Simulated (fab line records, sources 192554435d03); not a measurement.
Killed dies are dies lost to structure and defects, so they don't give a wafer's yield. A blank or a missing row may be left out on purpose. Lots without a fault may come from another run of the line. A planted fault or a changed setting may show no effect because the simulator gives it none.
One fault seen from 2 desks | flow n5_finfet | each desk has only its own numbers; what lay behind them comes last

THE METROLOGY DESK
What the gauges read, lot by lot, whatever tool the lot ran on: means of the sampled wafers that have a number. A lot is out of limits, marked OUT, if its mean lies more than 4 standard deviations from the usual mean; the brackets give that distance.
Columns: A = M6_ILD_THK at N5_BEOL_M6_THK_MEAS_01, usual 154.8 nm; B = cd_nm at N5_BEOL_M6_CD_MEAS_11, usual 38.5 nm
lot  | first seen here | A     | B
L365 | day 9 22:21     | 154.2 | 38.4
L375 | day 12 14:02    | 154.8 | -
L376 | day 12 22:06    | 154.0 | -
L381 | day 13 10:52    | 153.2 | 38.0
L383 | day 14 12:24    | 155.5 | 38.6
L385 | day 14 15:31    | 155.2 | 38.3
This desk's finding: nothing out of limits on any of the 6 lots.

THE TOOL OWNER'S DESK: litho_track-04
The tool's own readings at N5_BEOL_M6_DEVELOP_10 (develop time 30 s): means of the sampled wafers that have a number, for each lot that ran on this tool. A lot is out of limits, marked OUT, if its mean lies more than 4 standard deviations from the usual mean; the brackets give that distance.
Columns: A = chill_plate_temp_C at N5_BEOL_M6_DEVELOP_10, usual 22.99 C
lot  | first seen here | A
L383 | day 14 14:10    | 22.93
This desk's finding: nothing out of limits on the one lot.

PUT TOGETHER
The metrology desk saw nothing out of limits.
The tool owner's desk saw nothing out of limits.

WHAT THE SIMULATOR HAD PUT IN
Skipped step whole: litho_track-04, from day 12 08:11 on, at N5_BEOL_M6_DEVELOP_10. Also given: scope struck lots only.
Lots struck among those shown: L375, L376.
